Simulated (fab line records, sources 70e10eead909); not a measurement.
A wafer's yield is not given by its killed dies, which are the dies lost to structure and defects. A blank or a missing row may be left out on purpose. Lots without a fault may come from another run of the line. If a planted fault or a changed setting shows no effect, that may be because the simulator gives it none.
A lot that was struck, set against a sound lot -- flow nand-harc -- 15 steps out of a route of 1302
Sound: the wafers L396.1, L396.2, L396.4. Struck: wafer L402.1 (left out: L402.4, a lot-mate that was not struck); the cause follows at the end.
At each step with rows: each side's tool, then ch and its chambers, then its first start. Under that, the readings that differ: sound wafers -- struck wafers -- difference of the means -- sigmas: that difference in standard deviations of wafers without a fault.
alike: a reading whose means differ by less than 2 such deviations, as well as words and numbers matching on both sides. not compared: withheld readings; readings where some wafer has no value; bounds like >300 that might hide an equal value; numbers whose values overlap and for which the record gives no deviation.
A row with sigmas, a row that says differs or no value, or rows on one side alone: a step with any of these is where the two part. Numbers that don't overlap but have no deviation are shown without sigmas and don't part them. A reading missing from all wafers of one side parts the sides only when that side holds two or more wafers.

first, 7 steps without rows for these wafers: NHARC_P_ZERO_WELL_COAT_64 (time 65 s); NHARC_P_ZERO_WELL_COAT_05 (resist thk 600 nm); NHARC_P_ZERO_WELL_SOFTBAKE_06 (time 70 s); NHARC_P_ZERO_WELL_EBR_07; NHARC_P_ZERO_WELL_EXPOSE_08 (exposes mask P ZERO, target cd 500 nm); NHARC_P_ZERO_WELL_PEB_09 (peb time 80 s); NHARC_P_ZERO_WELL_DEVELOP_10 (time 50 s).
NHARC_P_ZERO_WELL_CD_MEAS_11: target cd 500 nm.
  sound on cd-sem-03 ch 0, day 3 23:15; struck on cd-sem-03 ch 0, day 6 11:15
  alike: cd-nm
then, 1 step without rows for these wafers: NHARC_P_ZERO_WELL_HARDBAKE_12 (time 65 s).
NHARC_P_ZERO_WELL_DESCUM_13: chemistry O2, time 3 s.
  sound on rie-diel-03 ch 1,2,3, day 3 23:26; struck on rie-diel-03 ch 2, day 6 11:25
reading,sound,struck,difference,sigmas
oes-product-au (a.u.),1.010 1.006 0.999,0.987,-0.018,-3
rf-hours-counter-h (h),39 39 42,6,-34,
  alike: drypump-motor-current-A, rf-vpp-V, showerhead-plenum-p-Torr, throttle-valve-pct
NHARC_P_ZERO_WELL_ETCH_65: etches the open film in N2/H2, target depth 80 nm, overetch 24 nm, time 87.88 s.
  sound on rie-diel-03 ch 0,1,2, day 3 23:31; struck on rie-diel-03 ch 2, day 6 11:30
reading,sound,struck,difference,sigmas
rf-hours-counter-h (h),39 40 42,6,-34,
  alike: drypump-motor-current-A, h2-flow-sccm, oes-product-au, rf-vpp-V, showerhead-plenum-p-Torr, throttle-valve-pct
NHARC_P_ZERO_WELL_ETCH_62: etches the open film in CHF3/Ar, target depth 13 nm, time 6.5 s.
  sound: rie-diel-03 ch 1,2,3; struck: rie-diel-03 ch 1
reading,sound,struck,difference,sigmas
rf-hours-counter-h (h),39 39 42,8,-32,
  alike: drypump-motor-current-A, oes-product-au, rf-vpp-V, showerhead-plenum-p-Torr, throttle-valve-pct
NHARC_P_ZERO_WELL_ETCH_63: etches the open film in HBr/Cl2, target depth 120 nm, time 40.1 s.
  sound on rie-si-02 ch 0,2,3, day 3 23:41; struck on rie-si-02 ch 0, day 6 11:40
reading,sound,struck,difference,sigmas
oes-product-au (a.u.),0.997 1.001 0.997,1.219,+0.221,+35
rf-hours-counter-h (h),0.8 0.8 0.7,0.2,-0.6,
  alike: drypump-motor-current-A, throttle-valve-pct
then, 1 step without rows for these wafers: NHARC_P_ZERO_WELL_STRIP_15 (strips in SPM, time 900 s).
NHARC_END_SORT_01:
  the record has rows for the sound wafers here (prober-01 ch 0, day 27 03:11) and none for the struck ones

## WHERE THEY PART
At NHARC_P_ZERO_WELL_DESCUM_13 first; at NHARC_END_SORT_01 last (within this record only).

WHY: the cause the simulator had injected
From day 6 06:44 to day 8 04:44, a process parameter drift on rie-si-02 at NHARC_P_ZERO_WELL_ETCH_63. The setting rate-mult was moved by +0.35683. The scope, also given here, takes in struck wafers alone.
